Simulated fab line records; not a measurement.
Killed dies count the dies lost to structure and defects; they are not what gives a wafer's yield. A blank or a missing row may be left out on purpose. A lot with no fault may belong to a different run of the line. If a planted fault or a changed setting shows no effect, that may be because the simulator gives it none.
Matching of chambers :: flow n5-finfet :: 4 sister chambers for N5_SPACER0_ALD_08 on ald-sin-04
The step deposits SiNx, target thk 2 nm. 8 wafers are shown with their chamber, then 7 later ones without.

WAFERS WITH THEIR CHAMBER
wafer: L080.4
chamber: 3
heater-power-w (W): 1012

wafer: L081.5
chamber: 1
heater-power-w (W): 865

wafer: L081.6
chamber: 0
heater-power-w (W): 746

wafer: L082.1
chamber: 2
heater-power-w (W): 961

wafer: L082.5
chamber: 3
heater-power-w (W): 994

wafer: L082.6
chamber: 2
heater-power-w (W): 936

wafer: L085.1
chamber: 1
heater-power-w (W): 905

wafer: L085.2
chamber: 0
heater-power-w (W): 758

WAFERS MISSING THEIR CHAMBER
wafer: L085.3
heater-power-w (W): 980

wafer: L085.4
heater-power-w (W): 929

wafer: L085.5
heater-power-w (W): 778

wafer: L085.6
heater-power-w (W): 890

wafer: L087.1
heater-power-w (W): 951

wafer: L087.4
heater-power-w (W): 894

wafer: L087.5
heater-power-w (W): 921

CHAMBER TAKEN BY EACH
wafer: L085.3
from the rows above: can't be placed: 3 or 2
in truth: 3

wafer: L085.4
from the rows above: can't be placed: 2 or 1
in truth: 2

wafer: L085.5
from the rows above: 0
in truth: 0

wafer: L085.6
from the rows above: 1
in truth: 1

wafer: L087.1
from the rows above: 2
in truth: 2

wafer: L087.4
from the rows above: 1
in truth: 1

wafer: L087.5
from the rows above: can't be placed: 2 or 1
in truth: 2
Placed correctly: 4 of 7. From these rows, 3 cannot be placed; in 3 the true chamber is one of the candidates. Placed wrongly: 0.
How it was worked out, from the rows above alone: a wafer's distance from a chamber is the root of the sum, over the readings, of the square of ((its reading less the chamber's mean) divided by the reading's scatter). If the next closest chamber is less than 2 further off than the closest, the wafer can't be placed; otherwise it belongs to the closest. Each chamber's mean is taken over the wafers shown for it. How the scatter is found: for the shown wafers, subtract from each reading the mean of its chamber, square and add these, divide the total by (wafers less chambers), then take the root.
